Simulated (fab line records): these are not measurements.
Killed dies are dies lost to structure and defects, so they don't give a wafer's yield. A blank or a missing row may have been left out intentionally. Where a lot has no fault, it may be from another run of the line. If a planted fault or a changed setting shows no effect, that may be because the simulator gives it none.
Matching of chambers :: flow nandHarc :: NHARC_A_STAIRCASE_DEP_417 on pecvd-01: 3 sister chambers
The step deposits Si3N4, target thk 60 nm. 6 wafers are shown with their chamber, then 7 later ones without.

## WAFERS PAIRED WITH THEIR CHAMBERS
wafer: L967.6
chamber: 0
heaterPowerW (W): 785

wafer: L975.6
chamber: 0
heaterPowerW (W): 862

wafer: L981.5
chamber: 1
heaterPowerW (W): 753

wafer: L981.6
chamber: 2
heaterPowerW (W): 749

wafer: L985.2
chamber: 2
heaterPowerW (W): 747

wafer: L985.3
chamber: 1
heaterPowerW (W): 808

## WAFERS WITHOUT THEIR CHAMBER
wafer: L985.4
heaterPowerW (W): 790

wafer: L983.1
heaterPowerW (W): 705

wafer: L983.3
heaterPowerW (W): 806

wafer: L983.5
heaterPowerW (W): 809

wafer: L982.1
heaterPowerW (W): 763

wafer: L982.3
heaterPowerW (W): 678

wafer: L982.4
heaterPowerW (W): 704

## CHAMBER TAKEN BY EACH
wafer: L985.4
from the rows above: can't be placed: 1 or 0 or 2
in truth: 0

wafer: L983.1
from the rows above: can't be placed: 2 or 1 or 0
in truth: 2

wafer: L983.3
from the rows above: can't be placed: 0 or 1 or 2
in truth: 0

wafer: L983.5
from the rows above: can't be placed: 0 or 1 or 2
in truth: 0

wafer: L982.1
from the rows above: can't be placed: 2 or 1 or 0
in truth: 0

wafer: L982.3
from the rows above: can't be placed: 2 or 1 or 0
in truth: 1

wafer: L982.4
from the rows above: can't be placed: 2 or 1 or 0
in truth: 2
Correct placement for 0 of the 7. Unplaceable from these rows: 7, with the true chamber sitting among the candidates in 7. Number placed wrongly: 0.
How it was worked out, from the rows above alone: a wafer's distance from a chamber is the root of the sum, over the readings, of the square of ((its reading less the chamber's mean) divided by the reading's scatter). If the next closest chamber is less than 2 further off than the closest, the wafer can't be placed; otherwise it belongs to the closest. The mean given for a chamber averages the wafers shown for that chamber. The scatter is the square root of a quotient: the sum, over the shown wafers, of each reading's squared deviation from its chamber's mean, divided by wafers minus chambers.
